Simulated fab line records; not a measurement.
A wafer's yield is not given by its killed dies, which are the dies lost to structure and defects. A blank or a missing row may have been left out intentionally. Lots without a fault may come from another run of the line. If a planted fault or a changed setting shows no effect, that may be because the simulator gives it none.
Which tool is to blame?    flow nand harc    72 wafers from 24 lots sampled at 6 of the route's 1302 steps

WHAT EACH GAUGE READ, for each wafer
The record lacks any reading of a measuring or inspecting step that a usual standard deviation could be used to judge.

TOOL THAT RAN EACH LOT (tool first, then ch and the chambers of the sampled wafers, then the start)
lot   NHARC_P_BONDPAD_PRE_CLEAN_26             NHARC_P_BONDPAD_CMP_19         NHARC_P_BONDPAD_ACTIVATE_29         NHARC_A_CHANNEL_HOLE_D1_ETCH_34                NHARC_A_CHANNEL_FILL_D1_ALD_03                  NHARC_A_CHANNEL_FILL_D1_ALD_15
L074  pvd sputter-02, day 6 19:49 or earlier   cmp-01 ch 0,1,3, day 6 19:49   rie diel-08 ch 0,1,3, day 6 20:23   rie diel-05 ch 0,1, no start                   ald sin batch-02 ch 0, no start                 ald sin batch-03 ch 0, no start
L075  pvd sputter-02, day 7 01:27 or earlier   cmp-01 ch 1,2, day 7 01:27     rie diel-08 ch 1,3, day 7 02:04     rie diel-03 ch 0,1, no start                   ald sin batch-02 ch 0, no start                 ald sin batch-02 ch 0, no start
L076  pvd sputter-03, day 7 13:51 or earlier   cmp-01 ch 1,3, day 7 13:51     rie diel-08 ch 0,1,3, day 7 14:29   rie diel-07 ch 1,3, day 10 06:30 or earlier    ald sin batch-01 ch 0, day 10 06:30 or earlier  ald sin batch-01 ch 0, day 10 06:30
L077  pvd sputter-01, day 8 04:16 or earlier   cmp-04 ch 0,1,3, day 8 04:16   rie diel-08 ch 0,1, day 8 04:53     rie diel-07 ch 0,1,3, day 10 16:46 or earlier  ald sin batch-03 ch 0, day 10 16:46 or earlier  ald sin batch-02 ch 0, day 10 16:46
L078  pvd sputter-02, day 8 10:57 or earlier   cmp-03 ch 0,2, day 8 10:57     rie diel-11 ch 1,2, day 8 11:32     rie diel-03 ch 0,1, no start                   ald sin batch-03 ch 0, no start                 ald sin batch-02 ch 0, no start
L079  pvd sputter-01, day 9 00:51 or earlier   cmp-04 ch 1,2, day 9 00:51     rie diel-11 ch 0,1,3, day 9 01:28   rie diel-07 ch 1,2,3, no start                 ald sin batch-01 ch 0, no start                 ald sin batch-01 ch 0, no start
L080  pvd sputter-03, day 9 02:46 or earlier   cmp-04 ch 0,1,2, day 9 02:46   rie diel-09 ch 0,2,3, day 9 03:19   rie diel-03 ch 0,1,3, no start                 ald sin batch-01 ch 0, no start                 ald sin batch-01 ch 0, no start
L081  pvd sputter-03, day 9 17:55 or earlier   cmp-03 ch 0,1,3, day 9 17:55   rie diel-11 ch 1,2, day 9 18:27     rie diel-03 ch 2,3, no start                   ald sin batch-02 ch 0, no start                 ald sin batch-03 ch 0, no start
L082  pvd sputter-01, day 10 10:31 or earlier  cmp-01 ch 0,1,2, day 10 10:31  rie diel-11 ch 1,2, day 10 11:07    rie diel-05 ch 1,2,3, no start                 ald sin batch-01 ch 0, no start                 ald sin batch-03 ch 0, no start
L083  pvd sputter-02, day 10 15:24 or earlier  cmp-03 ch 0,3, day 10 15:24    rie diel-08 ch 0,1,2, day 10 16:01  rie diel-05 ch 1,3, no start                   ald sin batch-03 ch 0, no start                 ald sin batch-02 ch 0, no start
L084  pvd sputter-02, day 11 06:14 or earlier  cmp-04 ch 1,2, day 11 06:14    rie diel-09 ch 1,3, day 11 06:49    rie diel-05 ch 0,2, no start                   ald sin batch-01 ch 0, no start                 ald sin batch-02 ch 0, no start
L085  pvd sputter-02, day 11 17:05 or earlier  cmp-04 ch 1,2,3, day 11 17:05  rie diel-08 ch 0,1,2, day 11 17:38  rie diel-05 ch 1,2, no start                   ald sin batch-03 ch 0, no start                 ald sin batch-01 ch 0, no start
L086  pvd sputter-02, day 11 22:31 or earlier  cmp-04 ch 0,3, day 11 22:31    rie diel-09 ch 1,3, day 11 23:05    rie diel-05 ch 1,3, no start                   ald sin batch-01 ch 0, no start                 ald sin batch-01 ch 0, no start
L088  pvd sputter-01, day 12 14:24 or earlier  cmp-04 ch 0,1, day 12 14:24    rie diel-11 ch 0,1,3, day 12 15:00  rie diel-03 ch 0,2, no start                   ald sin batch-02 ch 0, no start                 ald sin batch-01 ch 0, no start
L087  pvd sputter-03, day 12 17:23 or earlier  cmp-03 ch 0,3, day 12 17:23    rie diel-08 ch 0,2, day 12 17:56    rie diel-05 ch 0,1,2, no start                 ald sin batch-02 ch 0, no start                 ald sin batch-01 ch 0, no start
L089  pvd sputter-01, day 12 20:13 or earlier  cmp-03 ch 0,2,3, day 12 20:13  rie diel-08 ch 0,3, day 12 20:46    rie diel-07 ch 1,3, no start                   ald sin batch-02 ch 0, no start                 ald sin batch-02 ch 0, no start
L090  pvd sputter-02, day 13 05:29 or earlier  cmp-03 ch 0,1,3, day 13 05:29  rie diel-09 ch 1,3, day 13 06:05    rie diel-07 ch 1,2,3, no start                 ald sin batch-03 ch 0, no start                 ald sin batch-02 ch 0, no start
L091  pvd sputter-03, day 13 18:33 or earlier  cmp-04 ch 1,2, day 13 18:33    rie diel-08 ch 0,1, day 13 19:10    rie diel-05 ch 2,3, day 16 03:52 or earlier    ald sin batch-01 ch 0, day 16 03:52 or earlier  ald sin batch-01 ch 0, day 16 03:52
L092  pvd sputter-01, day 14 08:05 or earlier  cmp-01 ch 0,2, day 14 08:05    rie diel-11 ch 0,2,3, day 14 08:40  rie diel-05 ch 0,2,3, no start                 ald sin batch-03 ch 0, no start                 ald sin batch-03 ch 0, no start
L093  pvd sputter-02, day 14 16:49 or earlier  cmp-04 ch 0,1,2, day 14 16:49  rie diel-08 ch 0,2, day 14 17:24    rie diel-05 ch 0,1,3, no start                 ald sin batch-02 ch 0, no start                 ald sin batch-01 ch 0, no start
L094  pvd sputter-02, day 15 03:38 or earlier  cmp-04 ch 0,1,2, day 15 03:38  rie diel-09 ch 0,2,3, day 15 04:12  rie diel-07 ch 0,2, no start                   ald sin batch-01 ch 0, no start                 ald sin batch-01 ch 0, no start
L095  pvd sputter-03, day 15 09:56 or earlier  cmp-03 ch 0,2,3, day 15 09:56  rie diel-11 ch 0,1,2, day 15 10:32  rie diel-07 ch 0,2,3, no start                 ald sin batch-02 ch 0, no start                 ald sin batch-03 ch 0, no start
L096  pvd sputter-02, day 16 01:59 or earlier  cmp-01 ch 0,2,3, day 16 01:59  rie diel-08 ch 0,2,3, day 16 02:33  rie diel-05 ch 0,1,3, no start                 ald sin batch-02 ch 0, no start                 ald sin batch-02 ch 0, no start
L097  pvd sputter-03, day 16 10:38 or earlier  cmp-04 ch 0,2, day 16 10:38    rie diel-09 ch 0,3, day 16 11:14    rie diel-07 ch 0,1, no start                   ald sin batch-01 ch 0, no start                 ald sin batch-01 ch 0, no start
- NHARC_P_BONDPAD_PRE_CLEAN_26: time 30 s.
- NHARC_P_BONDPAD_CMP_19: polishes, t overpolish 30 s, cu recess touch 16 s, target thk 160.81 nm.
- NHARC_P_BONDPAD_ACTIVATE_29: chemistry N2, time 60 s.
- NHARC_A_CHANNEL_HOLE_D1_ETCH_34: etches the open film in CF4/CHF3, target depth 154 nm, time 77 s.
- NHARC_A_CHANNEL_FILL_D1_ALD_03: deposits SiNx, target thk 6 nm, pulse time 60 s, ald cycles 58.
- NHARC_A_CHANNEL_FILL_D1_ALD_15: deposits SiNx, target thk 2 nm, pulse time 60 s, ald cycles 19.

WHAT THE TOOLS THEMSELVES READ (means of the sampled wafers that have a number; where no wafer has one, the mark that the record gives instead)
NHARC_P_BONDPAD_PRE_CLEAN_26.
lot   tool            heater power w (W)
L074  pvd sputter-02  396
L075  pvd sputter-02  414
L076  pvd sputter-03  384
L077  pvd sputter-01  370
L078  pvd sputter-02  418
L079  pvd sputter-01  427
L080  pvd sputter-03  381
L081  pvd sputter-03  375
L082  pvd sputter-01  395
L083  pvd sputter-02  378
L084  pvd sputter-02  390
L085  pvd sputter-02  409
L086  pvd sputter-02  378
L088  pvd sputter-01  393
L087  pvd sputter-03  429
L089  pvd sputter-01  367
L090  pvd sputter-02  353
L091  pvd sputter-03  402
L092  pvd sputter-01  368
L093  pvd sputter-02  391
L094  pvd sputter-02  403
L095  pvd sputter-03  398
L096  pvd sputter-02  410
L097  pvd sputter-03  386

NHARC_P_BONDPAD_CMP_19.
lot   tool    motor current A (A)  overpolish run s (s)
L074  cmp-01  12.0                 30.004
L075  cmp-01  11.4                 30.002
L076  cmp-01  12.0                 29.991
L077  cmp-04  13.2                 29.995
L078  cmp-03  10.4                 29.998
L079  cmp-04  11.7                 30.003
L080  cmp-04  13.1                 30.000
L081  cmp-03  11.7                 29.998
L082  cmp-01  11.2                 29.998
L083  cmp-03  11.4                 30.011
L084  cmp-04  13.0                 30.007
L085  cmp-04  12.7                 30.007
L086  cmp-04  12.7                 29.997
L088  cmp-04  14.0                 29.991
L087  cmp-03  11.7                 29.998
L089  cmp-03  10.5                 29.995
L090  cmp-03  11.4                 30.006
L091  cmp-04  12.7                 30.004
L092  cmp-01  11.5                 30.007
L093  cmp-04  13.7                 30.003
L094  cmp-04  12.7                 29.994
L095  cmp-03  11.0                 30.003
L096  cmp-01  12.2                 29.994
L097  cmp-04  13.6                 29.988

NHARC_P_BONDPAD_ACTIVATE_29.
lot   tool         drypump motor current A (A)  oes product au (a.u.)  rf vpp V (V)  showerhead plenum p Torr (Torr)
L074  rie diel-08  5.4                          1.004                  64.4          1.77
L075  rie diel-08  5.2                          1.007                  64.1          1.78
L076  rie diel-08  5.4                          1.005                  64.1          1.77
L077  rie diel-08  5.4                          0.999                  64.8          1.72
L078  rie diel-11  5.6                          1.001                  63.6          1.74
L079  rie diel-11  6.1                          0.986                  64.9          1.78
L080  rie diel-09  5.8                          0.998                  64.1          1.74
L081  rie diel-11  5.6                          0.993                  63.5          1.74
L082  rie diel-11  5.6                          0.995                  63.8          1.74
L083  rie diel-08  5.4                          1.005                  64.0          1.71
L084  rie diel-09  6.1                          1.009                  64.0          1.69
L085  rie diel-08  5.4                          1.011                  63.3          1.71
L086  rie diel-09  6.2                          1.001                  63.6          1.69
L088  rie diel-11  6.1                          0.993                  63.5          1.78
L087  rie diel-08  5.6                          1.007                  64.0          1.70
L089  rie diel-08  5.6                          1.011                  63.6          1.76
L090  rie diel-09  6.5                          0.994                  63.7          1.75
L091  rie diel-08  5.4                          1.014                  63.4          1.72
L092  rie diel-11  5.7                          0.993                  64.3          1.70
L093  rie diel-08  5.5                          1.007                  64.6          1.68
L094  rie diel-09  5.8                          0.987                  64.6          1.74
L095  rie diel-11  5.8                          0.994                  64.8          1.76
L096  rie diel-08  5.6                          1.003                  63.8          1.74
L097  rie diel-09  6.1                          0.987                  64.8          1.73

NHARC_A_CHANNEL_HOLE_D1_ETCH_34.
lot   tool         drypump motor current A (A)  oes product au (a.u.)  rf vpp V (V)  showerhead plenum p Torr (Torr)  throttle valve pct (%)
L074  rie diel-05  5.5                          0.926                  371.3         1.60                             16.800
L075  rie diel-03  5.3                          0.971                  370.7         1.59                             16.803
L076  rie diel-07  5.5                          0.950                  369.3         1.55                             16.804
L077  rie diel-07  5.7                          0.921                  371.7         1.62                             16.802
L078  rie diel-03  5.3                          0.919                  370.5         1.58                             16.798
L079  rie diel-07  5.7                          0.969                  370.7         1.60                             16.795
L080  rie diel-03  5.6                          0.968                  370.6         1.59                             16.803
L081  rie diel-03  5.9                          0.967                  369.6         1.54                             16.800
L082  rie diel-05  5.8                          0.970                  369.9         1.54                             16.798
L083  rie diel-05  5.5                          0.973                  369.7         1.57                             16.805
L084  rie diel-05  6.0                          0.943                  369.0         1.55                             16.798
L085  rie diel-05  5.7                          0.923                  368.1         1.50                             16.808
L086  rie diel-05  5.6                          0.931                  370.7         1.57                             16.794
L088  rie diel-03  5.7                          0.955                  367.9         1.50                             16.799
L087  rie diel-05  5.7                          0.922                  369.9         1.55                             16.808
L089  rie diel-07  5.6                          0.977                  369.4         1.54                             16.798
L090  rie diel-07  5.7                          0.953                  371.3         1.59                             16.795
L091  rie diel-05  6.0                          0.925                  370.2         1.54                             16.808
L092  rie diel-05  5.7                          0.963                  371.3         1.58                             16.816
L093  rie diel-05  5.5                          0.926                  370.3         1.58                             16.806
L094  rie diel-07  5.9                          0.926                  373.7         1.66                             16.802
L095  rie diel-07  5.9                          0.982                  373.3         1.65                             16.795
L096  rie diel-05  5.6                          0.924                  370.4         1.58                             16.796
L097  rie diel-07  5.7                          0.971                  369.0         1.54                             16.794

NHARC_A_CHANNEL_FILL_D1_ALD_03.
lot   tool              precursor pulse height rel
L074  ald sin batch-02  1.004
L075  ald sin batch-02  1.010
L076  ald sin batch-01  1.006
L077  ald sin batch-03  0.990
L078  ald sin batch-03  1.006
L079  ald sin batch-01  1.012
L080  ald sin batch-01  0.986
L081  ald sin batch-02  0.993
L082  ald sin batch-01  1.001
L083  ald sin batch-03  0.995
L084  ald sin batch-01  1.007
L085  ald sin batch-03  1.002
L086  ald sin batch-01  1.000
L088  ald sin batch-02  1.006
L087  ald sin batch-02  1.016
L089  ald sin batch-02  0.995
L090  ald sin batch-03  0.996
L091  ald sin batch-01  1.002
L092  ald sin batch-03  1.009
L093  ald sin batch-02  1.020
L094  ald sin batch-01  1.019
L095  ald sin batch-02  1.006
L096  ald sin batch-02  1.008
L097  ald sin batch-01  0.990

NHARC_A_CHANNEL_FILL_D1_ALD_15.
lot   tool              precursor pulse height rel
L074  ald sin batch-03  0.994
L075  ald sin batch-02  0.991
L076  ald sin batch-01  0.991
L077  ald sin batch-02  1.003
L078  ald sin batch-02  1.010
L079  ald sin batch-01  1.001
L080  ald sin batch-01  1.003
L081  ald sin batch-03  0.998
L082  ald sin batch-03  1.015
L083  ald sin batch-02  0.992
L084  ald sin batch-02  0.991
L085  ald sin batch-01  0.996
L086  ald sin batch-01  0.999
L088  ald sin batch-01  0.983
L087  ald sin batch-01  0.996
L089  ald sin batch-02  1.016
L090  ald sin batch-02  1.010
L091  ald sin batch-01  0.997
L092  ald sin batch-03  0.990
L093  ald sin batch-01  1.019
L094  ald sin batch-01  0.990
L095  ald sin batch-03  0.990
L096  ald sin batch-02  1.011
L097  ald sin batch-01  1.007

THE ANSWER, worked out from the rows above alone
Rule: usual is defined by the lots themselves. The widest of any qualifying gaps counts: lots, ordered by their means at a reading, are off when they make up no more than a third of the lots, leave a main group of 4 or more, and stand apart from it by 3 or more times the standard deviation of that group's means. Not used: any main group whose means are identical at the precision the tables above print for the reading. A lot without any number at a reading at which 4 lots or more have one is off too. All remaining lots with rows at the step are treated as sound. The gauges are gone through in route order, then the tools' own readings, and for those a lot's mean is taken as printed above. The first step at which some lot is off is used, and at that step the reading that is off furthest; a lot without a number counts as furthest.
Nothing can be told from this: no lot is off at any reading shown.

WHAT HAD BEEN PUT IN BY THE SIMULATOR
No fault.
